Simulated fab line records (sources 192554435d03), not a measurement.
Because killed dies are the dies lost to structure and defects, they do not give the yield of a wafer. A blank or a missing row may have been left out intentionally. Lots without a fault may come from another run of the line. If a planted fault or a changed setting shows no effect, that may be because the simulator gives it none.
Matching of chambers + flow n5Finfet + 4 sister chambers for N5_BEOL_M11_STRIP_19 on rieDiel-03
The step strips in O2. 16 wafers are shown with their chamber, then 8 later ones without.

== EACH WAFER AND ITS CHAMBER ==
| wafer  | chamber | showerheadPlenumPTorr (Torr) | throttleValvePct (%) | oesProductAu (a.u.) |
|--------|---------|------------------------------|----------------------|---------------------|
| L075.2 | 1       | 2.16                         | 16.82                | 0.71                |
| L075.4 | 0       | 2.08                         | 16.58                | 0.75                |
| L075.5 | 2       | 2.05                         | 16.57                | 0.90                |
| L081.2 | 1       | 2.15                         | 16.83                | 0.69                |
| L081.3 | 2       | 2.05                         | 16.59                | 0.87                |
| L081.4 | 3       | 2.02                         | 16.62                | 0.79                |
| L083.2 | 2       | 2.05                         | 16.61                | 0.87                |
| L083.5 | 1       | 2.15                         | 16.85                | 0.69                |
| L083.6 | 0       | 2.07                         | 16.61                | 0.71                |
| L082.4 | 0       | 2.07                         | 16.62                | 0.71                |
| L082.5 | 3       | 2.02                         | 16.65                | 0.78                |
| L082.6 | 2       | 2.05                         | 16.61                | 0.87                |
| L086.4 | 2       | 2.05                         | 16.61                | 0.86                |
| L086.5 | 3       | 2.02                         | 16.65                | 0.79                |
| L086.6 | 0       | 2.07                         | 16.63                | 0.72                |
| L089.1 | 2       | 2.04                         | 16.63                | 0.85                |

SIGNATURES, as means of the wafers listed above
| reading               | chamber 0 | chamber 1 | chamber 2 | chamber 3 | scatter within a chamber |
|-----------------------|-----------|-----------|-----------|-----------|--------------------------|
| showerheadPlenumPTorr | 2.0725    | 2.1533    | 2.0483    | 2.0200    | 0.00433                  |
| throttleValvePct      | 16.6100   | 16.8333   | 16.6033   | 16.6400   | 0.0196                   |
| oesProductAu          | 0.7225    | 0.6967    | 0.8700    | 0.7867    | 0.0153                   |
Rule: for a wafer and a chamber, the distance is found by dividing, reading by reading, the gap between the wafer's reading and the chamber's mean by the reading's scatter, squaring, summing and taking the root. If the next closest chamber is less than 2 further off than the closest, the wafer can't be placed; otherwise it belongs to the closest. How the scatter is found: for the shown wafers, subtract from each reading the mean of its chamber, square and add these, divide the total by (wafers less chambers), then take the root.

== WAFERS MISSING THEIR CHAMBER ==
| wafer  | showerheadPlenumPTorr (Torr) | throttleValvePct (%) | oesProductAu (a.u.) |
|--------|------------------------------|----------------------|---------------------|
| L089.4 | 2.07                         | 16.65                | 0.71                |
| L089.6 | 2.15                         | 16.42                | 0.99                |
| L095.2 | 2.14                         | 16.43                | 0.94                |
| L095.4 | 2.01                         | 16.67                | 0.76                |
| L095.6 | 2.01                         | 16.68                | 0.75                |
| L097.1 | 2.14                         | 16.45                | 0.92                |
| L097.2 | 2.07                         | 16.66                | 0.70                |
| L097.5 | 2.04                         | 16.68                | 0.84                |

== THE CHAMBER EACH PASSED THROUGH ==
| wafer  | from the rows above     | in truth |
|--------|-------------------------|----------|
| L089.4 | 0                       | 0        |
| L089.6 | can't be placed: 2 or 0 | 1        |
| L095.2 | can't be placed: 0 or 2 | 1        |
| L095.4 | 3                       | 3        |
| L095.6 | 3                       | 3        |
| L097.1 | can't be placed: 0 or 2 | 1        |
| L097.2 | 0                       | 0        |
| L097.5 | can't be placed: 2 or 3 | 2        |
Correctly placed: 4 of 8. From these rows, 4 cannot be placed; in 1 the true chamber is one of the candidates. Wrongly placed: 0.
